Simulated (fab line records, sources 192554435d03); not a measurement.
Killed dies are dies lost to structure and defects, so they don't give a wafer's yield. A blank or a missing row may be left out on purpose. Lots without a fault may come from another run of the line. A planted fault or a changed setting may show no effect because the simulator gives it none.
Which tool did it? | flow n5_finfet | 11 lots, 32 wafers sampled, at 4 steps of a route of 1938

WHAT THE GAUGES READ, wafer by wafer
N5_BEOL_M15_INSPECT_30: inspects for defects (macro).
lot  | measured     | on                | raw_defect_count
L494 | day 12 13:20 | defect_inspect-02 | 0 1 1
L496 | day 12 20:07 | defect_inspect-02 | 3 1 0
L495 | day 12 20:17 | defect_inspect-02 | 4 2 2
L497 | day 13 10:43 | defect_inspect-01 | 0 1 0
L498 | day 13 13:09 | defect_inspect-01 | 0 4 1
L508 | day 16 05:39 | defect_inspect-02 | 1 6 3
L512 | day 16 11:25 | defect_inspect-01 | 1 0 3
L511 | day 16 16:40 | defect_inspect-01 | 0 2 2
L513 | day 17 10:55 | defect_inspect-01 | 3 3 1
L515 | day 17 19:44 | defect_inspect-01 | 0 3 2
L514 | day 18 19:20 | defect_inspect-02 | 2 4

WHICH TOOL RAN EACH LOT (tool, then ch and the chambers of the sampled wafers, then the start)
lot  | N5_BEOL_M15_STRIP_63                          | N5_BEOL_M15_ETCH_57                | N5_BEOL_M15_COAT_60
L494 | rie_diel-02 ch 1,2, day 12 12:22 or earlier   | rie_diel-02 ch 1,2, day 12 12:22   | litho_track-03 ch 0, day 12 12:53
L496 | rie_diel-05 ch 0,1, day 12 19:10 or earlier   | rie_diel-05 ch 1,3, day 12 19:10   | litho_track-03 ch 0, day 12 19:40
L495 | rie_diel-04 ch 0,1,3, day 12 19:20 or earlier | rie_diel-04 ch 1,2,3, day 12 19:20 | litho_track-02 ch 0, day 12 19:50
L497 | rie_diel-02 ch 1,2,3, day 13 09:46 or earlier | rie_diel-05 ch 1,2, day 13 09:46   | litho_track-02 ch 0, day 13 10:16
L498 | rie_diel-05 ch 1,3, day 13 12:11 or earlier   | rie_diel-02 ch 0,1,3, day 13 12:11 | litho_track-02 ch 0, day 13 12:42
L508 | rie_diel-02 ch 1,2, day 16 04:42 or earlier   | rie_diel-04 ch 1,2, day 16 04:42   | litho_track-03 ch 0, day 16 05:12
L512 | rie_diel-05 ch 2,3, day 16 10:28 or earlier   | rie_diel-02 ch 1,2, day 16 10:28   | litho_track-02 ch 0, day 16 10:58
L511 | rie_diel-05 ch 2,3, day 16 15:50 or earlier   | rie_diel-05 ch 1,2,3, day 16 15:50 | litho_track-03 ch 0, day 16 16:20
L513 | rie_diel-05 ch 0,2,3, day 17 09:58 or earlier | rie_diel-04 ch 0,1,3, day 17 09:58 | litho_track-02 ch 0, day 17 10:28
L515 | rie_diel-02 ch 1,2, day 17 18:55 or earlier   | rie_diel-04 ch 0,1,2, day 17 18:55 | litho_track-02 ch 0, day 17 19:25
L514 | rie_diel-05 ch 0,3, day 18 18:30 or earlier   | rie_diel-05 ch 2,3, day 18 18:30   | litho_track-01 ch 0, day 18 19:01
- N5_BEOL_M15_STRIP_63: strips in O2.
- N5_BEOL_M15_ETCH_57: etches SOC in N2/H2, time 750 s.
- N5_BEOL_M15_COAT_60: time 60 s, resist thk 89 nm.

WHAT THE TOOLS THEMSELVES READ (means of the sampled wafers that have a number; where no wafer has one, the mark that the record gives instead)
N5_BEOL_M15_STRIP_63.
lot  | tool        | drypump_motor_current_A (A) | oes_product_au (a.u.) | rf_vpp_V (V) | showerhead_plenum_p_Torr (Torr) | throttle_valve_pct (%)
L494 | rie_diel-02 | 5.7                         | 0.86                  | 3.5          | 2.11                            | 16.84
L496 | rie_diel-05 | 6.1                         | 0.68                  | 3.6          | 2.12                            | 16.95
L495 | rie_diel-04 | 5.5                         | 0.91                  | 4.2          | 2.20                            | 16.35
L497 | rie_diel-02 | 5.6                         | 0.82                  | 3.9          | 2.15                            | 16.78
L498 | rie_diel-05 | 5.4                         | 0.76                  | 4.2          | 2.05                            | 16.75
L508 | rie_diel-02 | 5.8                         | 0.74                  | 3.4          | 2.13                            | 16.93
L512 | rie_diel-05 | 5.6                         | 0.83                  | 3.2          | 2.03                            | 16.48
L511 | rie_diel-05 | 5.4                         | 0.85                  | 3.0          | 2.05                            | 16.65
L513 | rie_diel-05 | 5.9                         | 0.90                  | 3.5          | 2.08                            | 16.58
L515 | rie_diel-02 | 5.8                         | 0.73                  | 3.6          | 2.12                            | 16.94
L514 | rie_diel-05 | 5.9                         | 0.90                  | 3.8          | 2.10                            | 16.70

N5_BEOL_M15_ETCH_57.
lot  | tool        | drypump_motor_current_A (A) | oes_product_au (a.u.) | rf_vpp_V (V) | showerhead_plenum_p_Torr (Torr) | throttle_valve_pct (%)
L494 | rie_diel-02 | 5.7                         | 0.86                  | 524.5        | 2.55                            | 18.0
L496 | rie_diel-05 | 5.4                         | 0.76                  | 522.8        | 2.53                            | 18.0
L495 | rie_diel-04 | 5.4                         | 0.87                  | 526.2        | 2.62                            | 17.6
L497 | rie_diel-05 | 5.6                         | 0.73                  | 522.1        | 2.51                            | 17.8
L498 | rie_diel-02 | 5.7                         | 0.75                  | 525.7        | 2.62                            | 18.0
L508 | rie_diel-04 | 5.3                         | 0.81                  | 524.4        | 2.60                            | 17.8
L512 | rie_diel-02 | 5.7                         | 0.81                  | 523.0        | 2.54                            | 18.0
L511 | rie_diel-05 | 5.6                         | 0.88                  | 523.0        | 2.50                            | 17.7
L513 | rie_diel-04 | 5.5                         | 0.85                  | 526.3        | 2.64                            | 17.5
L515 | rie_diel-04 | 5.5                         | 0.83                  | 527.0        | 2.63                            | 17.6
L514 | rie_diel-05 | 5.5                         | 0.83                  | 522.4        | 2.49                            | 17.8

N5_BEOL_M15_COAT_60.
lot  | tool           | spin_speed_rpm (rpm)
L494 | litho_track-03 | 1500.7
L496 | litho_track-03 | 1499.5
L495 | litho_track-02 | 1500.4
L497 | litho_track-02 | 1499.2
L498 | litho_track-02 | 1500.8
L508 | litho_track-03 | 1658.5
L512 | litho_track-02 | 1499.3
L511 | litho_track-03 | 1657.6
L513 | litho_track-02 | 1500.3
L515 | litho_track-02 | 1498.9
L514 | litho_track-01 | 1499.2

THE ANSWER, worked out from the rows above alone
Rule: what is usual is taken from the lots themselves. Put in order of their means at a reading, lots are off if they are a third of the lots or fewer, leave a main group of 4 or more, and stand apart from it by a gap of 3 or more times the standard deviation of the main group's means; of several such gaps the widest counts. A main group whose means are all the same, to the digits that the tables above print for the reading, isn't used. A lot without any number at a reading at which 4 lots or more have one is off too. The other lots that the step has rows for count as sound. The gauges are gone through in route order, then the tools' own readings, and for those a lot's mean is taken as printed above. The first step at which some lot is off is used, and at that step the reading that is off furthest; a lot without a number counts as furthest.
Off: L508, L511, at N5_BEOL_M15_COAT_60 (spin_speed_rpm). The main group: mean 1499.8 rpm, standard deviation 0.69.
A tool fits if, at that step or a process step before it, it ran every lot that is off, and no sound lot after the first of them. N5_BEOL_M15_STRIP_63 gives no start for some lots, so the hours and the order of its lots are those of N5_BEOL_M15_ETCH_57. One fits: litho_track-03 at N5_BEOL_M15_COAT_60. Its last sound lot is L496 (day 12 19:40), its first lot that is off L508 (day 16 05:12): a fault that began between those two fits.
The tool's own readings at N5_BEOL_M15_COAT_60 bear it out: on the lots that are off they differ by more than 5 times the standard deviation of the sound lots' means. spin_speed_rpm reads 1658.0 rpm there against 1499.8 rpm on the sound lots.

WHAT THE SIMULATOR HAD PUT IN
Process parameter drift: litho_track-03, from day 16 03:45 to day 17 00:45, at N5_BEOL_M15_COAT_60. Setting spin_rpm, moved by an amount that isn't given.
Lots struck among those shown: L508, L511. The rule above found the same.
